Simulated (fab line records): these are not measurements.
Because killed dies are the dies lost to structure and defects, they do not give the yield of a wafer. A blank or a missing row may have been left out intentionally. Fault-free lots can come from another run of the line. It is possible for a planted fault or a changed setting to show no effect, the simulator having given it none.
Struck lot and sound lot, side by side / flow n5Finfet / 35 out of 1938 route steps
Sound: the wafers L776.3, L776.4, L776.5. Wafers struck: L775.3, L775.4, L775.5. At the end, the cause is stated.
Each step with rows lists, per side, the tool, then ch with its chambers, then its first start. Under that, the readings that differ: sound wafers / struck wafers / difference of the means / sigmas: that difference in standard deviations of wafers without a fault.
alike: a reading whose means differ by less than 2 such deviations, as well as words and numbers matching on both sides. not compared: withheld readings; readings where some wafer has no value; bounds like >300 that might hide an equal value; numbers whose values overlap and for which the record gives no deviation.
The two part at a step that has a row with sigmas, a row that says differs or no value, or rows on one side only. Numbers that have no deviation but don't overlap get no sigmas and don't part them. A reading that every wafer of one side lacks parts them only if that side has two wafers or more.

first, 9 steps without rows for these wafers: N5_BEOL_M13_COAT_66 (time 60 s, resist thk 110 nm); N5_BEOL_M13_COAT_22 (resist thk 300 nm); N5_BEOL_M13_EBR_24; N5_BEOL_M13_SOFTBAKE_23 (time 60 s); N5_BEOL_M13_EXPOSE_25 (exposes mask M13, target cd 210 nm); N5_BEOL_M13_PEB_26 (peb time 90 s); N5_BEOL_M13_DEVELOP_27 (develop time 45 s); N5_BEOL_M13_HARDBAKE_32 (time 120 s); N5_BEOL_M13_DESCUM_33 (chemistry O2, time 7.9 s).
N5_BEOL_M13_ETCH_67: etches SiARC in CF4, target depth 143 nm, time 238.3 s.
  sound on rieDiel-06 ch 1,3, day 16 04:43; struck on rieDiel-02 ch 2,3, day 16 01:13
reading=drypumpMotorCurrentA (A); sound=5.95 6.14 5.95; struck=5.58 5.31 5.33; difference=-0.61; sigmas=-2
  alike: chamberPressureMTorr, etchRfOnTimeS, oesProductAu, rfVppV, showerheadPlenumPTorr, throttleValvePct
  not compared: rfHoursCounterH
then, 24 steps without rows for these wafers: N5_BEOL_M13_ETCH_68 (etches SOC in N2/H2, time 355 s); N5_BEOL_M13_STRIP_69 (strips in N2/H2); N5_BEOL_M13_TRENCH_ETCH_34 (etches SiOC in C4F8/O2/Ar, target depth 413.47 nm, time 162.6 s); N5_BEOL_M13_STRIP_70 (strips in C4F8/O2/Ar); N5_BEOL_M13_STRIP_37 (strips in N2/H2); N5_BEOL_M13_ETCH_38 (etches SiCN in CF4/N2, target depth 67.5 nm, time 71.9 s); N5_BEOL_M13_PRECLEAN_39 (cleans in residue remover, time 60 s); N5_BEOL_M13_SRD_40 (time 30 s, dry time 30 s); N5_BEOL_M13_DEGAS_41 (time 60 s); N5_BEOL_M13_PRE_CLEAN_42 (time 30 s); N5_BEOL_M13_SPUTTER_43 (material TaN, target thk 15 nm, time 24.19 s); N5_BEOL_M13_SPUTTER_44 (material Ta, target thk 10 nm, time 16.13 s); N5_BEOL_M13_SPUTTER_45 (material Cu, target thk 80 nm, time 13.33 s); N5_BEOL_M13_ECD_47 (material Cu, target thk 936 nm); N5_BEOL_M13_ANNEAL_48 (time 90 s); N5_BEOL_M13_CMP_49 (polishes, stops on SiOC, t overpolish 17.1 s, target thk 420 nm); N5_BEOL_M13_PRE_CLEAN_52 (time 15 s); N5_BEOL_M13_DEP_53 (deposits SiCN from 3MS/NH3, target thk 50 nm, time 17.8 s); N5_BEOL_M14_ILD_DEP_00 (deposits SiO2 from TEOS/O2, target thk 1119.3 nm, time 237.4 s); N5_BEOL_M14_COAT_58 (time 60 s, resist thk 89 nm); N5_BEOL_M14_COAT_04 (resist thk 800 nm); N5_BEOL_M14_EBR_06; N5_BEOL_M14_SOFTBAKE_05 (time 60 s); N5_BEOL_M14_EXPOSE_07 (exposes mask V13).
N5_PASSIVATION_PROBE_49:
  only the struck wafers here have rows in the record (prober-01, day 17 15:44); the sound ones have none

WHERE THEY PART
Earliest at N5_BEOL_M13_ETCH_67; latest, in this record, at N5_PASSIVATION_PROBE_49.

WHY: whatever the simulator had introduced
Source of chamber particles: rieDiel-02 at N5_BEOL_M13_ETCH_67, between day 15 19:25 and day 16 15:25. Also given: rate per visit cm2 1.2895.
